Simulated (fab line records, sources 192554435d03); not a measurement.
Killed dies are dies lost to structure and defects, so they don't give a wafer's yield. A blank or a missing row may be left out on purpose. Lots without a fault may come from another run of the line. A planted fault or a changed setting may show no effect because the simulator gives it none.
fab line records | flow n5_finfet
record lots=6 wafers=18 last_day=18
route steps=1938 shown WELL_APT@46 PMOS_HMC_CHANNEL_EPI@57 PASSIVATION@1936
lots that met no fault: from a run of the same line without faults
start_h: hours from the record's first day to the start of the lot's first wafer shown | wait_h: hours since the lot's step before | " the same as in the row above | L1.1+2: a row that stands for several wafers | - no value, or no start given | * or withheld: withheld | < > ~ a bound
route shown NAME@n: a module of which the file shows steps, and the number in the route of the first | usual: mean/standard deviation of fault-free wafers | same: alike in all rows | chamber/n: place in a boat | sites: the reading at each site | _std_site: their standard deviation | _edge_site: outer sites' mean less inner sites' | radius_mm: how far each site lies from the wafer's centre | mask NAME#n: copy n | behind: the tool/chamber that last shaped the wafer | hold: why the lot was held/for how many hours/how that ended | device: the transistor (n, p or np) that didn't switch | end of line: the same wafers' tests at the end of the route | a step without rows: its recipe alone | killed: dies lost to structure and defects at the first sort, not the wafer's yield | map: a wafer's dies, x killed, . not, _ none there
set.NAME: the setting as run; set.NAME@STEP: as run at that earlier step | model.NAME: the simulator's own value behind a step, which no gauge read
lots at some steps of the route; a table a step, a row a wafer
services: from which hour (start_h, from the record's first day; less than 0 if before it) a tool's chamber was out of use, for how many hours, and why
## steps
# step N5_WELL_APT_DESCUM_30
# recipe chemistry=O2 time_s=7.9 source_power_w=50 bias_power_w=20 pressure_mtorr=20 rf_frequency_hz=2.712e+07 temp_c=40 o2_flow_sccm=225
# step N5_WELL_APT_IMPLANT_31
# recipe species=B energy_kev=60 dose_cm2=1.5e+13 tilt_deg=0 rotation_deg=0
# step N5_WELL_APT_IMPLANT_32
# recipe species=BF2 energy_kev=50 dose_cm2=2e+13 tilt_deg=0 rotation_deg=0
# step N5_WELL_APT_STRIP_33
# recipe chemistry=SPM time_s=900 temp_c=130 h2so4_h2o2_vol_ratio=4 dry=ipa_marangoni
# step N5_WELL_APT_RTA_34
# recipe temp_c=1000 time_s=10 ambient=N2 idle_temp_c=600 ramp_up_c_per_s=150 ramp_down_c_per_s=60 cool_to_c=600
# usual anneal_temp_c_max=1007.3/1.3 lamp_power_pct=13.01/0.052 lamp_zone_1_pct=12.99/0.031 lamp_zone_5_pct=13.001/0.028 wafer_temp_C_max=1003.4/1.1
# columns lot.wafer tool chamber start_h wait_h anneal_temp_c_max lamp_power_pct lamp_zone_1_pct lamp_zone_5_pct wafer_temp_C_max
L846.1 rtp_anneal-01 0 51.92 0.0 1005.8 12.97 12.95 12.990 1002.7
L846.2 " 0 " " 1007.8 13.02 12.94 12.980 1002.5
L846.6 " 0 " " 1008.4 12.99 13.00 12.982 1003.1
L853.2 rtp_anneal-02 0 95.98 0.0 1008.3 12.97 13.00 13.029 1002.6
L853.3 " 0 " " 1007.9 12.96 13.04 12.947 1003.2
L853.6 " 0 " " 1006.5 12.99 13.02 12.976 1002.3
L858.1 rtp_anneal-02 0 124.90 0.7 1008.6 13.04 13.04 13.014 1002.7
L858.5 " 0 " " 1008.3 12.95 12.99 12.956 1002.7
L858.6 " 0 " " 1005.9 13.04 12.98 13.012 1003.5
L859.2 rtp_anneal-02 0 129.93 0.1 1006.4 13.08 13.06 12.973 1005.5
L859.4 " 0 " " 1008.1 13.05 13.03 13.026 1002.8
L859.5 " 0 " " 1007.1 12.90 12.99 12.972 1002.4
L861.2 rtp_anneal-01 0 141.70 0.0 1006.4 13.17 13.00 13.019 1004.3
L861.5 " 0 " " 1007.8 13.01 12.99 13.020 1003.6
L861.6 " 0 " " 1008.6 13.03 12.99 13.004 1003.5
L863.2 rtp_anneal-01 0 153.97 0.2 1007.5 13.01 12.99 13.021 1003.9
L863.4 " 0 " " 1007.4 13.04 12.94 13.008 1002.2
L863.6 " 0 " " 1007.1 12.97 13.02 12.953 1001.7
# step N5_WELL_APT_OXIDE_STRIP_42
# recipe chemistry=dHF dilution=25:1 time_s=45 temp_c=25 target=SiO2 target_depth_a=120
# step N5_WELL_APT_PRECLEAN_36
# recipe chemistry=O3/DIW time_s=45 temp_c=22 o3_ppm=10
# step N5_WELL_APT_PRECLEAN_39
# recipe chemistry=dHF time_s=60 dilution=150:1 temp_c=25
# step N5_WELL_APT_SRD_37
# recipe dry=ipa_marangoni do_ppb=5 time_s=30 temp_c=23 rinse_liquid=diw
# step N5_WELL_APT_EPI_41
# recipe material=Si target_thk_a=500 temp_c=650 precursor=SiH4/H2 pressure_torr=20 time_s=297.7
# usual throttle_valve_pct=11.21/0.19
# columns lot.wafer tool chamber start_h wait_h throttle_valve_pct
L846.1 epi_rpcvd-04 0 52.16 0.0 11.51
L846.2 " 0 " " 11.26
L846.6 " 0 " " 11.10
L853.2 epi_rpcvd-03 0 96.37 0.2 11.18
L853.3 " 0 " " 11.07
L853.6 " 0 " " 11.12
L858.1 epi_rpcvd-03 0 125.15 0.0 11.15
L858.5 " 0 " " 10.99
L858.6 " 0 " " 11.25
L859.2 epi_rpcvd-01 0 130.25 0.1 11.34
L859.4 " 0 " " 11.47
L859.5 " 0 " " 11.11
L861.2 epi_rpcvd-04 0 142.01 0.1 11.19
L861.5 " 0 " " 11.21
L861.6 " 0 " " 11.54
L863.2 epi_rpcvd-04 0 154.32 0.2 11.07
L863.4 " 0 " " 11.16
L863.6 " 0 " " 11.32
# step N5_WELL_APT_INSPECT_38
# recipe inspect_instrument=darkfield mode=post_epi
# usual raw_defect_count=14/5.2
# columns lot.wafer tool chamber start_h wait_h raw_defect_count
L846.1 defect_inspect-02 - 52.80 0.5 14
L846.2 " - " " 16
L846.6 " - " " 21
L853.2 defect_inspect-01 - 97.30 0.7 11
L853.3 " - " " 23
L853.6 " - " " 28
L858.1 defect_inspect-02 - 125.98 0.7 20
L858.5 " - " " 14
L858.6 " - " " 15
L859.2 defect_inspect-02 - 130.80 0.5 17
L859.4 " - " " 12
L859.5 " - " " 7
L861.2 defect_inspect-01 - 142.55 0.4 13
L861.5 " - " " 19
L861.6 " - " " 16
L863.2 defect_inspect-02 - 155.03 0.6 11
L863.4 " - " " 10
L863.6 " - " " 9
# step N5_PMOS_HMC_CHANNEL_EPI_HM_DEP_34
# recipe material=SiO2 target_thk_a=360 temp_c=400 precursor=TEOS/O2 pressure_torr=6.5 rf_w=900 teos_flow_sccm=161.4 gas=O2 flow_sccm=2650 time_s=6.9
# usual heater_power_w=547/87 showerhead_plenum_p_Torr=8.36/0.038 throttle_valve_pct=18.1/0.95
# columns lot.wafer tool chamber start_h wait_h heater_power_w showerhead_plenum_p_Torr throttle_valve_pct
L846.1 pecvd-02 0 52.83 0.0 444 8.34 18.1
L846.2 " 2 " " 648 8.35 17.6
L846.6 " 1 " " 628 8.35 17.6
L853.2 pecvd-02 1 97.34 0.0 588 8.36 17.5
L853.3 " 2 " " 617 8.34 17.7
L853.6 " 0 " " 472 8.37 18.1
L858.1 pecvd-03 1 126.02 0.0 472 8.34 20.0
L858.5 " 0 " " 585 8.30 17.9
L858.6 " 2 " " 500 8.41 18.6
L859.2 pecvd-01 0 130.84 0.0 622 8.39 18.2
L859.4 " 1 " " 701 8.35 18.6
L859.5 " 2 " " 598 8.40 16.4
L861.2 pecvd-03 2 142.59 0.0 486 8.39 18.4
L861.5 " 0 " " 566 8.33 17.6
L861.6 " 2 " " 493 8.40 18.5
L863.2 pecvd-01 0 155.06 0.0 633 8.39 18.0
L863.4 " 1 " " 738 8.37 18.1
L863.6 " 0 " " 646 8.42 18.1
# step N5_PMOS_HMC_CHANNEL_EPI_COAT_31
# recipe resist=BARC temp_c=205 time_s=60 spin_rpm=1500 resist_thk_nm=66
# usual spin_speed_rpm=1499.9/0.91
# columns lot.wafer tool chamber start_h wait_h spin_speed_rpm model.BARC_of_PMOS_HMC_CHANNEL_EPI_COAT_31.thk_nm
L846.1 litho_track-02 0 52.89 0.0 1499.4 66.18
L846.2 " 0 " " 1499.9 66.34
L846.6 " 0 " " 1500.8 65.87
L853.2 litho_track-03 0 97.40 0.0 1499.5 66.06
L853.3 " 0 " " 1500.0 65.92
L853.6 " 0 " " 1500.3 66.03
L858.1 litho_track-03 0 126.08 0.0 1446.8 66.95
L858.5 " 0 " " 1447.6 67.01
L858.6 " 0 " " 1447.8 67.18
L859.2 litho_track-03 0 130.89 0.0 1446.2 67.01
L859.4 " 0 " " 1447.4 67.17
L859.5 " 0 " " 1446.4 67.07
L861.2 litho_track-02 0 142.64 0.0 1498.9 66.55
L861.5 " 0 " " 1498.4 66.51
L861.6 " 0 " " 1499.0 66.64
L863.2 litho_track-05 0 155.12 0.0 1499.5 66.27
L863.4 " 0 " " 1500.5 66.12
L863.6 " 0 " " 1498.2 66.29
# step N5_PMOS_HMC_CHANNEL_EPI_COAT_03
# recipe resist=CAR-ArF-block spin_rpm=1500 resist_thk_nm=205
# step N5_PMOS_HMC_CHANNEL_EPI_EBR_05
# recipe solvent=PGMEA ebr_width_mm=1.5
# step N5_PMOS_HMC_CHANNEL_EPI_SOFTBAKE_04
# recipe temp_c=110 time_s=60 resist=CAR-ArF-block
# step N5_PMOS_HMC_CHANNEL_EPI_EXPOSE_06
# recipe mask_id=PMOS_HMC_BLK na=1.35 source_shape=conventional sigma_outer=0.8 polarization=unpolarized target_cd_nm=240 dose_mj=41
# step N5_PMOS_HMC_CHANNEL_EPI_PEB_07
# recipe peb_temp_c=110 peb_time_s=60 resist=CAR-ArF-block
# step N5_PMOS_HMC_CHANNEL_EPI_DEVELOP_08
# recipe develop_time_s=30 developer=TMAH resist=CAR-ArF-block dev_temp_c=23 rinse_liquid=diw dry=air_spin
# step N5_PMOS_HMC_CHANNEL_EPI_CD_MEAS_09
# recipe target_cd_nm=237.4 landing_energy_ev=500 detector=se_inlens
# usual cd_nm=237.1/0.8
# columns lot.wafer tool chamber start_h wait_h cd_nm
L846.1 cd_sem-02 0 53.11 - 236.1
L846.2 " 0 " " 236.3
L846.6 " 0 " " 237.2
L853.2 cd_sem-02 0 97.62 - 237.1
L853.3 " 0 " " 236.9
L853.6 " 0 " " 236.8
L858.1 cd_sem-01 0 126.43 - 237.4
L858.5 " 0 " " 236.7
L858.6 " 0 " " 237.1
L859.2 cd_sem-02 0 131.12 - 236.5
L859.4 " 0 " " 236.1
L859.5 " 0 " " 237.7
L861.2 cd_sem-02 0 142.99 - 236.9
L861.5 " 0 " " 237.4
L861.6 " 0 " " 235.8
L863.2 cd_sem-01 0 155.35 - 237.2
L863.4 " 0 " " 237.5
L863.6 " 0 " " 236.5
# step N5_PMOS_HMC_CHANNEL_EPI_OVL_MEAS_10
# recipe points_per_wafer=44
# usual PMOS_HMC_BLK_OVL=-0.2/0.72
# columns lot.wafer tool chamber start_h wait_h PMOS_HMC_BLK_OVL[nm]
L846.1 overlay-01 0 53.14 0.0 0.7
L846.2 " 0 " " 0.2
L846.6 " 0 " " 0.2
L853.2 overlay-02 0 97.65 0.0 -0.9
L853.3 " 0 " " 0.4
L853.6 " 0 " " 0.4
L858.1 overlay-01 0 126.46 0.0 -0.8
L858.5 " 0 " " -0.3
L858.6 " 0 " " 0.1
L859.2 overlay-02 0 131.15 0.0 -1.0
L859.4 " 0 " " -0.4
L859.5 " 0 " " -0.9
L861.2 overlay-01 0 143.02 0.0 0.3
L861.5 " 0 " " -0.2
L861.6 " 0 " " -0.7
L863.2 overlay-02 0 155.37 0.0 1.1
L863.4 " 0 " " 0.0
L863.6 " 0 " " 0.7
# step N5_PMOS_HMC_CHANNEL_EPI_INSPECT_11
# recipe mode=adi inspect_instrument=macro
# usual raw_defect_count=2.0/1.6
# columns lot.wafer tool chamber start_h wait_h raw_defect_count
L846.1 defect_inspect-01 - 53.17 0.0 1
L846.2 " - " " 1
L846.6 " - " " 1
L853.2 defect_inspect-02 - 97.68 0.0 2
L853.3 " - " " 0
L853.6 " - " " 4
L858.1 defect_inspect-01 - 126.48 0.0 5
L858.5 " - " " 2
L858.6 " - " " 3
L859.2 defect_inspect-01 - 131.17 0.0 3
L859.4 " - " " 5
L859.5 " - " " 1
L861.2 defect_inspect-02 - 143.04 0.0 2
L861.5 " - " " 3
L861.6 " - " " 1
L863.2 defect_inspect-02 - 155.40 0.0 2
L863.4 " - " " 3
L863.6 " - " " 3
# step N5_PMOS_HMC_CHANNEL_EPI_DESCUM_14
# recipe chemistry=O2 time_s=7.9 source_power_w=50 bias_power_w=20 pressure_mtorr=20 rf_frequency_hz=2.712e+07 temp_c=40 resist=CAR-ArF-block o2_flow_sccm=225
# usual drypump_motor_current_A=5.9/0.47 o2_flow_sccm=225.0/0.7 oes_product_au=0.79/0.063 rf_vpp_V=243.6/1.4 showerhead_plenum_p_Torr=2.12/0.082 temp_c=40.01/0.12 throttle_valve_pct=20.41/0.28
# columns lot.wafer tool chamber start_h wait_h drypump_motor_current_A o2_flow_sccm oes_product_au rf_hours_counter_h rf_vpp_V showerhead_plenum_p_Torr temp_c throttle_valve_pct
L846.1 rie_diel-06 2 53.20 0.0 6.4 225.5 0.75 162 242.5 2.11 40.00 20.43
L846.2 " 1 " " 5.8 223.6 0.94 3 243.7 2.14 39.80 20.24
L846.6 " 0 " " 4.9 224.9 0.72 - 243.1 2.00 39.90 21.02
L853.2 rie_diel-06 1 97.76 0.1 5.8 225.7 0.90 15 243.5 2.13 40.17 20.24
L853.3 " 2 " " 6.4 226.1 0.73 174 244.0 2.10 39.95 20.45
L853.6 " 1 " " 5.8 225.0 0.90 - 243.7 2.13 40.12 20.26
L858.1 rie_diel-01 0 126.51 0.0 5.5 225.3 0.85 55 246.3 2.22 40.06 20.52
L858.5 " 2 " " 6.4 225.2 0.75 - 241.9 2.00 39.87 20.19
L858.6 " 1 " " 6.3 225.5 0.80 - 244.0 2.20 40.06 20.06
L859.2 rie_diel-06 2 131.24 0.1 6.3 224.8 0.73 185 243.1 2.10 40.09 20.47
L859.4 " 0 " " 4.9 224.9 0.71 233 241.6 1.99 39.94 21.06
L859.5 " 0 " " 4.9 225.4 0.70 - 240.9 1.99 40.01 21.06
L861.2 rie_diel-01 2 143.10 0.1 6.4 225.2 0.74 163 241.5 1.99 40.07 20.20
L861.5 " 3 " " 5.7 225.8 0.74 - 245.0 2.16 40.03 20.32
L861.6 " 0 " " 5.5 225.3 0.83 - 243.8 2.22 39.99 20.54
L863.2 rie_diel-06 3 155.43 0.0 6.3 225.7 0.80 80 242.7 2.12 40.18 20.41
L863.4 " 2 " " 6.3 225.1 0.72 193 242.0 2.10 39.93 20.48
L863.6 " 2 " " 6.3 224.1 0.72 - 243.2 2.10 40.09 20.47
# step N5_PMOS_HMC_CHANNEL_EPI_ETCH_32
# recipe chemistry=N2/H2 target=BARC stop_on=SiO2 target_depth_a=858 over_etch_frac=0.3 time_s=50.3 ion_energy_ev=200 mask_material=CAR-ArF-block pressure_mtorr=30 source_w=840 bias_w=150 n2_flow_sccm=200 h2_flow_sccm=200
# usual bias_w=150.0/0.45 drypump_motor_current_A=5.9/0.47 oes_product_au=0.67/0.053 rf_vpp_V=524.6/2.8 showerhead_plenum_p_Torr=2.57/0.1 throttle_valve_pct=17.82/0.25
# columns lot.wafer tool chamber start_h wait_h bias_w drypump_motor_current_A oes_product_au rf_hours_counter_h rf_vpp_V showerhead_plenum_p_Torr throttle_valve_pct model.etch.depth_nm
L846.1 rie_diel-06 2 53.24 0.0 150.3 6.3 0.64 162 524.7 2.52 17.70 66.18
L846.2 " 1 " " 150.2 5.8 0.80 3 527.0 2.62 17.75 66.34
L846.6 " 0 " " 149.8 4.9 0.62 - 520.0 2.39 18.27 65.87
L853.2 rie_diel-06 1 97.80 0.0 150.0 5.8 0.77 15 525.1 2.61 17.76 66.06
L853.3 " 2 " " 150.1 6.4 0.63 174 523.6 2.51 17.71 65.92
L853.6 " 1 " " 150.1 5.9 0.78 - 524.1 2.61 17.77 66.03
L858.1 rie_diel-01 0 126.55 0.0 149.6 5.6 0.73 55 527.8 2.70 17.86 66.95
L858.5 " 2 " " 149.4 6.4 0.65 - 519.7 2.44 17.68 67.01
L858.6 " 1 " " 149.8 6.3 0.68 - 526.6 2.65 17.35 67.18
L859.2 rie_diel-06 2 131.27 0.0 150.0 6.3 0.63 185 522.7 2.51 17.74 67.01
L859.4 " 0 " " 149.4 4.9 0.61 233 519.8 2.39 18.31 67.17
L859.5 " 0 " " 149.4 4.9 0.61 - 519.7 2.39 18.32 67.07
L861.2 rie_diel-01 2 143.13 0.0 150.5 6.4 0.63 163 522.4 2.44 17.70 66.55
L861.5 " 3 " " 149.4 5.7 0.63 - 527.4 2.64 17.89 66.51
L861.6 " 0 " " 150.1 5.5 0.72 - 527.6 2.70 17.86 66.64
L863.2 rie_diel-06 3 155.47 0.0 151.1 6.3 0.70 80 523.4 2.59 18.01 66.27
L863.4 " 2 " " 149.9 6.4 0.62 193 523.4 2.51 17.74 66.12
L863.6 " 2 " " 149.4 6.4 0.62 - 523.5 2.51 17.73 66.29
# step N5_PMOS_HMC_CHANNEL_EPI_HM_OPEN_15
# recipe chemistry=CHF3/O2 target=SiO2 mask_material=CAR-ArF-block target_depth_a=406 CHF3_flow_sccm=50 O2_flow_sccm=5 Ar_flow_sccm=200 time_s=20.3 pressure_mtorr=30 source_w=650 bias_w=170 ion_energy_ev=200
# usual bias_w=170.0/0.5 drypump_motor_current_A=5.9/0.47 oes_product_au=0.78/0.069 rf_vpp_V=523/7.7 showerhead_plenum_p_Torr=2.44/0.089 throttle_valve_pct=18.87/0.26
# columns lot.wafer tool chamber start_h wait_h bias_w drypump_motor_current_A oes_product_au rf_hours_counter_h rf_vpp_V showerhead_plenum_p_Torr throttle_valve_pct
L846.1 rie_diel-06 2 53.28 0.0 170.2 6.3 0.74 162 524 2.41 18.75
L846.2 " 1 " " 170.3 5.8 0.94 3 526 2.48 18.81
L846.6 " 0 " " 170.8 4.9 0.70 - 519 2.30 19.47
L853.2 rie_diel-06 1 97.84 0.0 170.1 5.9 0.91 15 525 2.47 18.82
L853.3 " 2 " " 170.1 6.3 0.73 174 525 2.40 18.77
L853.6 " 1 " " 169.8 5.8 0.91 - 523 2.47 18.81
L858.1 rie_diel-01 0 126.59 0.0 170.7 5.4 0.84 55 521 2.55 18.97
L858.5 " 2 " " 169.9 6.4 0.73 - 512 2.31 18.73
L858.6 " 1 " " 170.0 6.3 0.80 - 541 2.52 18.51
L859.2 rie_diel-06 2 131.31 0.0 169.2 6.3 0.71 185 526 2.40 18.80
L859.4 " 0 " " 170.1 4.9 0.69 233 518 2.29 19.50
L859.5 " 0 " " 170.5 4.9 0.69 - 518 2.29 19.50
L861.2 rie_diel-01 2 143.17 0.0 169.5 6.4 0.74 163 512 2.31 18.75
L861.5 " 3 " " 169.2 5.7 0.73 - 519 2.49 18.82
L861.6 " 0 " " 169.9 5.5 0.85 - 519 2.55 18.98
L863.2 rie_diel-06 3 155.51 0.0 169.8 6.3 0.81 80 518 2.44 18.88
L863.4 " 2 " " 169.7 6.4 0.71 193 525 2.39 18.80
L863.6 " 2 " " 170.5 6.4 0.72 - 526 2.39 18.80
# step N5_PASSIVATION_PROBE_49
# usual killed_at_M0_to_M3=37/12 killed_at_M4_up=14/5.3 killed_at_contacts=12/6.2 killed_at_front_end=41/11 killed_at_other=3.7/2.9 killed_dies=107/17 killed_open=71/12 killed_short=34/7.9
# same gross_dies=1180 killed_at_back_side=0
# columns lot.wafer tool chamber start_h wait_h killed_at_M0_to_M3 killed_at_M4_up killed_at_contacts killed_at_front_end killed_at_other killed_dies killed_open killed_short
L853.2 prober-01 - 369.50 0.5 45 20 2 39 4 110 71 35
# killed by level:class
L853.2 FIN_SAQP:geometric_particle:open=17 BEOL_M0_SAQP:geometric_particle:short=16 BEOL_M0_SAQP:geometric_particle:open=12 BEOL_M4:geometric_particle:open=12 BEOL_M2:geometric_particle:open=8 FIN_SAQP:geometric_particle:short=7 GATE_CUT:geometric_particle:short=4 BEOL_M1:geometric_particle:open=4
## services
# columns tool chamber start_h hours kind
rie_diel-06 3 29.32 3.4 repair
rie_diel-06 3 35.01 4.2 repair
pecvd-03 1 49.46 2.1 scheduled_down
pecvd-01 0 58.42 - clean
pecvd-01 0 58.42 29.5 scheduled_down
pecvd-01 0 58.42 29.5 vent_cycle
epi_rpcvd-03 - 59.81 2.8 pm
litho_track-05 - 73.21 - consumable_replace:filter
pecvd-01 - 80.04 28.1 pm
rie_diel-06 3 91.32 4.9 repair
epi_rpcvd-04 - 95.12 5.9 repair
pecvd-03 - 95.85 2.8 pm
pecvd-03 - 112.02 2.0 repair
pecvd-02 1 113.56 5.0 scheduled_down
epi_rpcvd-01 - 121.03 2.8 pm
rie_diel-06 2 124.88 3.2 repair
epi_rpcvd-01 - 136.03 6.0 pm
pecvd-01 - 139.51 14.6 pm
epi_rpcvd-01 - 142.03 0.5 pm
## key
first_sign step=N5_PMOS_HMC_CHANNEL_EPI_COAT_31 reading=spin_speed_rpm direction=down sigmas=58 usual=* struck=*
effect none on later readings
model_effect step=N5_PMOS_HMC_CHANNEL_EPI_COAT_31 value=BARC_of_PMOS_HMC_CHANNEL_EPI_COAT_31.thk_nm without=65.87 struck=67.07
model_effect step=N5_PMOS_HMC_CHANNEL_EPI_ETCH_32 value=etch.depth_nm without=65.87 struck=67.07
met_at N5_PMOS_HMC_CHANNEL_EPI_COAT_31
struck_wafers L858.1,L858.5,L858.6,L859.2,L859.4,L859.5
tester_left_out L858,L859
onset_between 97.40 126.08
fault kind=process_parameter_drift tool=litho_track-03 chamber=- onset_h=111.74 steps=N5_PMOS_HMC_CHANNEL_EPI_COAT_31 channel=spin_rpm offset=* shape=step end_h=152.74 acts_in=* stated=*
# tester_left_out: of these lots the tester's yield and bins aren't shown, on N5 and GAA mostly nor the transistor test; their killed dies are dies lost to structure and defects alone, not to doping, threshold or leakage, so they don't give the yield
